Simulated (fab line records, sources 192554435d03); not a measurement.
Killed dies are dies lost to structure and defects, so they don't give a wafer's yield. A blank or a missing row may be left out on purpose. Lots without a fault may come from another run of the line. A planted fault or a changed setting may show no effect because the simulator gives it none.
Split-lot experiment | flow n5_finfet | 7 lots, 21 wafers read, on a route of 1938 steps

THE SPLIT
At N5_BEOL_M15_COAT_22 (resist thk 800 nm), the setting spin_rpm was moved away from the recipe's 1704 rpm on 7 of the 21 wafers read, by -11.0% to +10.3%. The other wafers ran this setting at the recipe's value.

FROM THE SPLIT TO THE READING: what the file shows between them, 4 steps
- N5_BEOL_M15_EBR_24
- N5_BEOL_M15_SOFTBAKE_23: time 60 s
- N5_BEOL_M15_DESCUM_33: chemistry O2, time 7.9 s
- N5_BEOL_M15_ETCH_61: etches BARC in N2/H2, target depth 89 nm, overetch 26.7 nm, time 67.9 s

THE READING
coat_of_BEOL_M15_COAT_22.thk_nm (the simulator's own value, which no gauge read), in nm, at N5_BEOL_M15_TRENCH_ETCH_34 (etches SiO2 in C4F8/O2/Ar, target depth 872.93 nm, time 199 s). The file gives no usual value for it. The 14 wafers here that ran the recipe average 544.2 nm, standard deviation 3.1 nm.

wafer  | tool, chamber at the split | spin_rpm as run, rpm | against the recipe | coat_of_BEOL_M15_COAT_22.thk_nm, nm | against lot-mates on the recipe
L075.1 | litho_track-04, 0          | 1704                 | recipe             | 543.2                               | -
L075.2 | litho_track-04, 0          | 1879                 | +10.3%             | 501.8                               | -41.3
L075.6 | litho_track-04, 0          | 1704                 | recipe             | 543                                 | -
L076.1 | litho_track-04, 0          | 1704                 | recipe             | 544.8                               | -
L076.5 | litho_track-04, 0          | 1704                 | recipe             | 544.8                               | -
L076.3 | litho_track-04, 0          | 1704                 | recipe             | 539.2                               | -
L080.2 | litho_track-04, 0          | 1516                 | -11.0%             | 591.8                               | +42.6
L080.4 | litho_track-04, 0          | 1516                 | -11.0%             | 591.8                               | +42.6
L080.3 | litho_track-04, 0          | 1704                 | recipe             | 549.2                               | -
L084.1 | litho_track-02, 0          | 1518                 | -10.9%             | 591.4                               | +49.5
L084.2 | litho_track-02, 0          | 1704                 | recipe             | 543.2                               | -
L084.5 | litho_track-02, 0          | 1704                 | recipe             | 540.6                               | -
L083.3 | litho_track-01, 0          | 1622                 | -4.8%              | 557                                 | +12.0
L083.4 | litho_track-01, 0          | 1622                 | -4.8%              | 559.2                               | +14.2
L083.5 | litho_track-01, 0          | 1704                 | recipe             | 545                                 | -
L092.3 | litho_track-02, 0          | 1704                 | recipe             | 546.4                               | -
L092.4 | litho_track-02, 0          | 1704                 | recipe             | 544                                 | -
L092.5 | litho_track-02, 0          | 1704                 | recipe             | 539.2                               | -
L094.1 | litho_track-04, 0          | 1879                 | +10.3%             | 513                                 | -35.2
L094.4 | litho_track-04, 0          | 1704                 | recipe             | 549.6                               | -
L094.5 | litho_track-04, 0          | 1704                 | recipe             | 546.8                               | -

THE FIT
A straight line over all 21 wafers: coat_of_BEOL_M15_COAT_22.thk_nm changes by -3.94 nm for each +1% of spin_rpm; r = -0.98; the points scatter about the line by 4.1 nm.
The same after taking each lot's own level away (the mean of its wafers on the recipe; 21 wafers): -3.86 nm for each +1%; r = -0.99; scatter 3.2 nm.
On that fit, the largest move of spin_rpm shifts the reading by 43 nm.
The lots' own levels span 541.90 to 549.20 nm, that is 2.4 times the standard deviation above.
So the lot-to-lot level changes the slope little: the two slopes agree.
Check: with one of the wafers moved furthest among these (-11.0%) left out of the fit, the line predicts +42.5 nm for it against its lot-mates. It came out at +42.6 nm against them.

OTHER SPLITS ON THESE WAFERS
These wafers also went through other splits before the reading. Each is held against what the fit with the lots' levels taken away leaves over:
other split on the same wafers | wafers away from the commonest value | r with coat_of_BEOL_M15_COAT_22.thk_nm (lot level and that fit taken away)
N5_BEOL_M11_DEGAS_44 temp_c    | 2                                    | +0.00
N5_BEOL_M13_COAT_65 spin_rpm   | 5                                    | -0.22
N5_BEOL_M14_ILD_DEP_00 time_s  | 6                                    | +0.30
N5_BEOL_M14_PEB_08 peb_temp_c  | 8                                    | -0.06
N5_BEOL_M15_COAT_60 spin_rpm   | 9                                    | +0.13

THE WHOLE CHAIN: every reading that the file lists as answering this split, in the file's order
step                       | what it does                                                  | reading                                                                          | change (the file's fit)              | r (the file's)
N5_BEOL_M15_COAT_22        | resist thk 800 nm                                             | coat_of_BEOL_M15_COAT_22.thk_nm (the simulator's own value, which no gauge read) | -4.01 nm for each +1% of the setting | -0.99
N5_BEOL_M15_TRENCH_ETCH_34 | etches SiO2 in C4F8/O2/Ar, target depth 872.93 nm, time 199 s | coat_of_BEOL_M15_COAT_22.thk_nm (the simulator's own value, which no gauge read) | -3.91 nm for each +1% of the setting | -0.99

THE FILE'S OWN FIT
coat_of_BEOL_M15_COAT_22.thk_nm changes by -3.91 nm for each +1% of spin_rpm, r = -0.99.
